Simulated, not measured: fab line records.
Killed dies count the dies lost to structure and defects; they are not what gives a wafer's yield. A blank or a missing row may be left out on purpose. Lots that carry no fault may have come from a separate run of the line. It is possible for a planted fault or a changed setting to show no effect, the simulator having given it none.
The tool behind it: which one? | flow n5 finfet | 11 lots with 30 wafers sampled at 5 steps, on a route of 1938 steps

WHAT THE GAUGES SHOWED, per wafer
N5_BEOL_M4_RC_MEAS_101.
lot  | measured     | on        | DIBL_N (mV/V)
L774 | day 10 01:57 | prober-02 | 33.3 38.8 31.5
L775 | day 10 08:25 | prober-02 | 34.9 37.0
L776 | day 10 11:35 | prober-02 | 37.2 40.6 39.5
L777 | day 10 06:04 | prober-01 | 41.7 34.2 40.5
L787 | day 12 14:05 | prober-02 | 36.0 33.7
L785 | day 13 12:01 | prober-02 | 37.6 33.3 38.7
L788 | day 13 12:56 | prober-02 | 35.9 33.9
L790 | day 13 11:56 | prober-01 | 37.2 33.4 35.6
L791 | day 14 11:39 | prober-01 | 36.8 39.7 41.3
L793 | day 14 19:44 | prober-01 | 37.5 36.8 38.7
L794 | day 15 10:08 | prober-02 | 36.3 37.3 34.7

WHAT TOOL EACH LOT RAN ON (gives the tool, then ch and the chambers of the sampled wafers, and finally the start)
lot  | N5_BEOL_M2_SPUTTER_86        | N5_BEOL_M2_ANNEAL_93         | N5_BEOL_M2_ANNEAL_51             | N5_BEOL_M2_CO_CAP_55
L774 | pvd sputter-02, day 8 01:40  | pvd sputter-02, day 8 02:25  | rtp anneal-01 ch 0, day 8 03:04  | cvd co-02 ch 0,1, day 8 03:52
L775 | pvd sputter-03, day 8 02:49  | pvd sputter-03, day 8 03:33  | rtp anneal-02 ch 0, day 8 04:14  | cvd co-01 ch 0,1, day 8 04:49
L776 | pvd sputter-03, day 8 10:47  | pvd sputter-03, day 8 11:31  | rtp anneal-01 ch 0, day 8 12:04  | cvd co-02 ch 0,1, day 8 12:44
L777 | pvd sputter-03, day 8 14:12  | pvd sputter-03, day 8 14:56  | rtp anneal-02 ch 0, day 8 15:29  | cvd co-02 ch 0,1, day 8 16:10
L787 | pvd sputter-01, day 10 18:45 | pvd sputter-01, day 10 19:29 | rtp anneal-01 ch 0, day 10 20:05 | cvd co-02 ch 1,2, day 10 20:43
L785 | pvd sputter-03, day 11 02:10 | pvd sputter-03, day 11 02:54 | rtp anneal-02 ch 0, day 11 03:30 | cvd co-02 ch 0,1, day 11 04:08
L788 | pvd sputter-03, day 11 12:57 | pvd sputter-03, day 11 13:41 | rtp anneal-02 ch 0, day 11 14:17 | cvd co-01 ch 1,2, day 11 14:56
L790 | pvd sputter-02, day 11 16:16 | pvd sputter-02, day 11 17:00 | rtp anneal-02 ch 0, day 11 17:33 | cvd co-01 ch 1,2, day 11 18:13
L791 | pvd sputter-03, day 12 08:25 | pvd sputter-03, day 12 09:10 | rtp anneal-01 ch 0, day 12 09:43 | cvd co-01 ch 1,2, day 12 10:23
L793 | pvd sputter-03, day 12 17:30 | pvd sputter-03, day 12 18:14 | rtp anneal-02 ch 0, day 12 18:56 | cvd co-01 ch 0,1,2, day 12 19:30
L794 | pvd sputter-01, day 13 02:31 | pvd sputter-01, day 13 03:15 | rtp anneal-01 ch 0, day 13 03:54 | cvd co-01 ch 0,1,2, day 13 04:32
- N5_BEOL_M2_SPUTTER_86: material Cu, target thk 4.5 nm, time 8.29 s.
- N5_BEOL_M2_ANNEAL_93: time 240 s.
- N5_BEOL_M2_ANNEAL_51: time 90 s.
- N5_BEOL_M2_CO_CAP_55: material Co, precursor CCTBA/H2, target thk 2 nm, time 102.1 s.

THE ANSWER, worked out from the rows above alone
Rule: usual is defined by the lots themselves. The widest of any qualifying gaps counts: lots, ordered by their means at a reading, are off when they make up no more than a third of the lots, leave a main group of 4 or more, and stand apart from it by 3 or more times the standard deviation of that group's means. The tables above print the reading to a certain number of digits; a main group whose means all agree to those digits is not used. A lot without any number at a reading at which 4 lots or more have one is off too. All remaining lots with rows at the step are treated as sound.
No lot is off at any reading shown: from this, nothing can be told.

WHAT HAD BEEN PUT IN BY THE SIMULATOR
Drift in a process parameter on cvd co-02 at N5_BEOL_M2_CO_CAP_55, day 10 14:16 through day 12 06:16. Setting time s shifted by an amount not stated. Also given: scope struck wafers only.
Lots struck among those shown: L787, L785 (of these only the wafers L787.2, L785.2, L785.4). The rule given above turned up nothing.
